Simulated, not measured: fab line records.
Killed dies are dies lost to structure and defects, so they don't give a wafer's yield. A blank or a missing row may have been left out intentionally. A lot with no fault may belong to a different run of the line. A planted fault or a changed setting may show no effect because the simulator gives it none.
Split-lot trial + flow n5_finfet + on a route of 1938 steps: 7 lots, 21 wafers read

== SPLIT DETAILS ==
At N5_BEOL_M15_SPUTTER_44 (material Ta, target thk 15 nm, time 24.19 s), the setting power_w was moved away from the recipe's 15000 W on 7 of the 21 wafers read, by -6.1% to +13.3%. For the rest of the wafers, this setting stayed at what the recipe calls for.

The reading comes from the split's own step.

== THE READING ==
Ta_of_BEOL_M15_SPUTTER_44.thk_nm (the simulator's own value, which no gauge read), in nm, at N5_BEOL_M15_SPUTTER_44 (material Ta, target thk 15 nm, time 24.19 s). The file does not state a usual value for it. The 14 wafers here that ran the recipe average 14.9 nm, standard deviation 0.099 nm.

| wafer  | tool, chamber at the split | power_w as run, W | against the recipe | Ta_of_BEOL_M15_SPUTTER_44.thk_nm, nm | against lot-mates on the recipe |
|--------|----------------------------|-------------------|--------------------|--------------------------------------|---------------------------------|
| L074.2 | pvd_sputter-02, -          | 15000             | recipe             | 14.8                                 | -                               |
| L074.3 | pvd_sputter-02, -          | 16030             | +6.9%              | 16                                   | +1.1                            |
| L074.4 | pvd_sputter-02, -          | 15000             | recipe             | 15                                   | -                               |
| L076.1 | pvd_sputter-03, -          | 15000             | recipe             | 14.8                                 | -                               |
| L076.2 | pvd_sputter-03, -          | 15000             | recipe             | 14.8                                 | -                               |
| L076.4 | pvd_sputter-03, -          | 16920             | +12.8%             | 16.8                                 | +2.0                            |
| L081.1 | pvd_sputter-01, -          | 15000             | recipe             | 15                                   | -                               |
| L081.2 | pvd_sputter-01, -          | 15000             | recipe             | 15                                   | -                               |
| L081.4 | pvd_sputter-01, -          | 15000             | recipe             | 15                                   | -                               |
| L083.3 | pvd_sputter-01, -          | 15000             | recipe             | 15                                   | -                               |
| L083.4 | pvd_sputter-01, -          | 16390             | +9.3%              | 16.2                                 | +1.3                            |
| L083.6 | pvd_sputter-01, -          | 15000             | recipe             | 14.8                                 | -                               |
| L086.2 | pvd_sputter-01, -          | 17000             | +13.3%             | 16.8                                 | +2.0                            |
| L086.4 | pvd_sputter-01, -          | 15000             | recipe             | 14.8                                 | -                               |
| L086.5 | pvd_sputter-01, -          | 17000             | +13.3%             | 17                                   | +2.2                            |
| L088.1 | pvd_sputter-02, -          | 15000             | recipe             | 14.8                                 | -                               |
| L088.3 | pvd_sputter-02, -          | 15000             | recipe             | 15                                   | -                               |
| L088.4 | pvd_sputter-02, -          | 15000             | recipe             | 15                                   | -                               |
| L090.2 | pvd_sputter-02, -          | 14080             | -6.1%              | 14.2                                 | -0.8                            |
| L090.3 | pvd_sputter-02, -          | 14080             | -6.1%              | 14.2                                 | -0.8                            |
| L090.5 | pvd_sputter-02, -          | 15000             | recipe             | 15                                   | -                               |

THE FIT
A straight line over all 21 wafers: Ta_of_BEOL_M15_SPUTTER_44.thk_nm changes by +0.143 nm for each +1% of power_w; r = +0.99; the points scatter about the line by 0.11 nm.
The same after taking each lot's own level away (the mean of its wafers on the recipe; 21 wafers): +0.151 nm for each +1%; r = +1.00; scatter 0.086 nm.
That fit puts the effect of the largest move of power_w on the reading at 2 nm.
The span of the lots' own levels, 14.80 to 15.00 nm, comes to 2.0 times the standard deviation stated above.
So the lot-to-lot level changes the slope little: the two slopes agree.
Check: +2.05 nm against its lot-mates is what the line predicts for one of the wafers moved furthest among these (+13.3%) when that wafer is left out of the fit. It came out at +2 nm against them.

== THESE WAFERS: OTHER SPLITS ==
Before the reading, these wafers also passed through other splits. Each is held against what the fit with the lots' levels taken away leaves over:
| other split on the same wafers | wafers away from the commonest value | r with Ta_of_BEOL_M15_SPUTTER_44.thk_nm (lot level and that fit taken away) |
|--------------------------------|--------------------------------------|-----------------------------------------------------------------------------|
| N5_BEOL_M14_DEP_53 time_s      | 6                                    | +0.35                                                                       |
| N5_BEOL_M15_EXPOSE_07 dose_mj  | 7                                    | -0.38                                                                       |

== FILE'S OWN FIT ==
Ta_of_BEOL_M15_SPUTTER_44.thk_nm changes by +0.152 nm for each +1% of power_w, r = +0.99.
